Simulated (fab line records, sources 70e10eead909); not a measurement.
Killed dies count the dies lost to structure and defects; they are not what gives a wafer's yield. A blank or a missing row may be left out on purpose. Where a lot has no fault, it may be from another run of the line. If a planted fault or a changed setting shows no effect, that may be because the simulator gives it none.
Chamber matching + flow nand_harc + 3 sister chambers for NHARC_A_STAIRCASE_DEP_417 on pecvd-04
The step deposits Si3N4, target thk 60 nm. 3 wafers are shown with their chamber, then 8 later ones without.

== WAFERS, EACH WITH ITS CHAMBER ==
| wafer  | chamber | heater_power_w (W) |
|--------|---------|--------------------|
| L091.2 | 1       | 742                |
| L091.6 | 2       | 735                |
| L093.2 | 0       | 676                |

== WAFERS WITHOUT THEIR CHAMBER ==
| wafer  | heater_power_w (W) |
|--------|--------------------|
| L093.3 | 739                |
| L093.6 | 724                |
| L096.2 | 606                |
| L096.4 | 745                |
| L096.6 | 612                |
| L095.2 | 734                |
| L095.4 | 748                |
| L095.5 | 723                |

== THE CHAMBER EACH PASSED THROUGH ==
| wafer  | from the rows above          | in truth |
|--------|------------------------------|----------|
| L093.3 | can't be placed: 1 or 2 or 0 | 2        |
| L093.6 | can't be placed: 2 or 1 or 0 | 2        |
| L096.2 | can't be placed: 0 or 2 or 1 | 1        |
| L096.4 | can't be placed: 1 or 2 or 0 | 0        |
| L096.6 | can't be placed: 0 or 2 or 1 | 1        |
| L095.2 | can't be placed: 2 or 1 or 0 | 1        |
| L095.4 | can't be placed: 1 or 2 or 0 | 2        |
| L095.5 | can't be placed: 2 or 1 or 0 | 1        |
Correct placement for 0 of the 8. These rows do not allow placing 8 (true chamber among the candidates in 8). Wrongly placed: 0.
How it was worked out, from the rows above alone: a wafer's distance from a chamber is the root of the sum, over the readings, of the square of ((its reading less the chamber's mean) divided by the reading's scatter). If the next closest chamber is less than 2 further off than the closest, the wafer can't be placed; otherwise it belongs to the closest. Each chamber's mean is taken over the wafers shown for it. The scatter (one wafer shown for each chamber): square how far every hidden wafer sits from the nearest shown wafer, average those squares and take the square root.
